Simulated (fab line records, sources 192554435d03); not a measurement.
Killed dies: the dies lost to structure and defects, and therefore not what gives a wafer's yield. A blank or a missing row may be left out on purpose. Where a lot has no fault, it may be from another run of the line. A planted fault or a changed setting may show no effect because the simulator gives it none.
A struck lot beside a sound one    flow n5_finfet    23 steps out of a route of 1938
Sound: these wafers, L640.2, L640.3, L640.6. The struck wafers were L639.1, L639.4, L639.5. The cause is given at the end.
Each step with rows lists, per side, the tool, then ch with its chambers, then its first start. Under that, the readings that differ: sound wafers    struck wafers    difference of the means    sigmas: that difference in standard deviations of wafers without a fault.
alike: readings with means less than 2 such deviations apart, plus words and numbers identical on both sides. not compared: withheld readings, readings lacking a value on some wafer, bounds such as >300 that could conceal the same value, and numbers that have no deviation in the record and whose values overlap.
Wherever a step has rows on one side only, a row that says differs or no value, or a row with sigmas, the two part there. When numbers do not overlap yet have no deviation, they are printed without sigmas and do not part them. A reading missing from all wafers of one side parts the sides only when that side holds two or more wafers.

first, 11 steps without rows for these wafers: N5_BEOL_M1_DESCUM_16 (chemistry O2, time 7 s); N5_BEOL_M1_ETCH_74 (etches underlayer in N2/H2, target depth 6.5 nm, time 5.2 s); N5_BEOL_M1_ETCH_63 (etches SiARC in CF4, target depth 15.6 nm, time 26 s); N5_BEOL_M1_ETCH_64 (etches SOC in N2/H2, target depth 75 nm, overetch 15 nm, time 112.5 s); N5_BEOL_M1_STRIP_65 (strips in N2/H2); N5_BEOL_M1_STRIP_75 (strips in N2/H2); N5_BEOL_M1_STRIP_66 (strips in CF4); N5_BEOL_M1_HM_OPEN_17 (chemistry Cl2/BCl3, target TiN, target depth 20 nm, overetch 6 nm); N5_BEOL_M1_STRIP_19 (strips in O2); N5_BEOL_M1_COAT_67 (time 60 s, resist thk 60 nm); N5_BEOL_M1_COAT_68 (time 60 s, resist thk 12 nm).
N5_BEOL_M1_COAT_76: time 60 s, resist thk 5 nm.
  sound on litho_track-02 ch 0, day 7 23:09; struck on litho_track-02 ch 0, day 7 23:25
reading               sound                 struck                difference  sigmas
spin_speed_rpm (rpm)  1501.1 1498.7 1501.1  1617.8 1618.4 1616.2  +117.2      +99 or more
then, 7 steps without rows for these wafers: N5_BEOL_M1_COAT_22 (resist thk 30 nm); N5_BEOL_M1_EBR_24; N5_BEOL_M1_SOFTBAKE_23 (time 60 s); N5_BEOL_M1_EXPOSE_25 (exposes mask V0, defocus 5 nm, target cd 24 nm); N5_BEOL_M1_PEB_26 (peb time 60 s); N5_BEOL_M1_DEVELOP_27 (develop time 30 s); N5_BEOL_M1_DESCUM_33 (chemistry O2, time 7 s).
N5_BEOL_M1_ETCH_77: etches underlayer in N2/H2, target depth 6.5 nm, time 5.2 s.
  sound on rie_diel-02 ch 1,3, day 7 23:43; struck on rie_diel-05 ch 0,3, day 7 23:59
reading                   sound              struck             difference  sigmas
model.etch.depth_nm (nm)  4.987 4.982 4.996  4.823 4.826 4.805  -0.170      
  alike: drypump_motor_current_A, etch_rf_on_time_s, oes_product_au, rf_vpp_V, showerhead_plenum_p_Torr, throttle_valve_pct
  not compared: rf_hours_counter_h
then, 1 step without rows for these wafers: N5_BEOL_M1_ETCH_69 (etches SiARC in CF4, target depth 15.6 nm, time 26 s).
-- a jump in the record: the struck wafers' starts before and after are 3 days apart (it breaks off in module BEOL_M1 and resumes in module BEOL_M4, where the first step shown is number 1111 of the route) --
N5_BEOL_M4_RC_MEAS_101:
  sound on prober-01 ch 0, day 10 13:56; struck on prober-01 ch 0, day 10 17:26
reading        sound           struck          difference  sigmas
DIBL_P (mV/V)  36.2 35.5 35.2  38.0 39.8 38.7  +3.2        +2
ION_N (uA/um)  669 659 662     686 700 672     +23         +2
ION_P (uA/um)  457 450 456     467 476 463     +14         +2
  alike: DIBL_N, IOFF_N, IOFF_P, SS_N, SS_P, VT_N, VT_P
-- here the record skips 4 days between the struck wafers' starts before and after, leaving off in module BEOL_M4 and picking up in module PASSIVATION (first step shown: number 1936 of the route) --
N5_PASSIVATION_PROBE_49:
  sound on prober-01, day 15 07:16; struck on prober-01, day 15 03:46
reading              sound     struck    difference  sigmas
killed_at_front_end  49 42 35  52 73 73  +24         +2
killed_at_other      7 4 10    0 0 1     -7          -2
  alike: defect_limited_yield, killed_at_M0_to_M3, killed_at_M4_up, killed_at_contacts, killed_dies, killed_on_rim, killed_open, killed_short, sort_bin_5_function, sort_bin_6_memory, sort_n_pass, sort_yield_pct

== WHERE THEY PART ==
At N5_BEOL_M1_COAT_76 first; at N5_PASSIVATION_PROBE_49 last (within this record only).

WHY: whatever the simulator had introduced
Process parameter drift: litho_track-02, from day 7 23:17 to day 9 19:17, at N5_BEOL_M1_COAT_76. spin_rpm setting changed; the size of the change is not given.
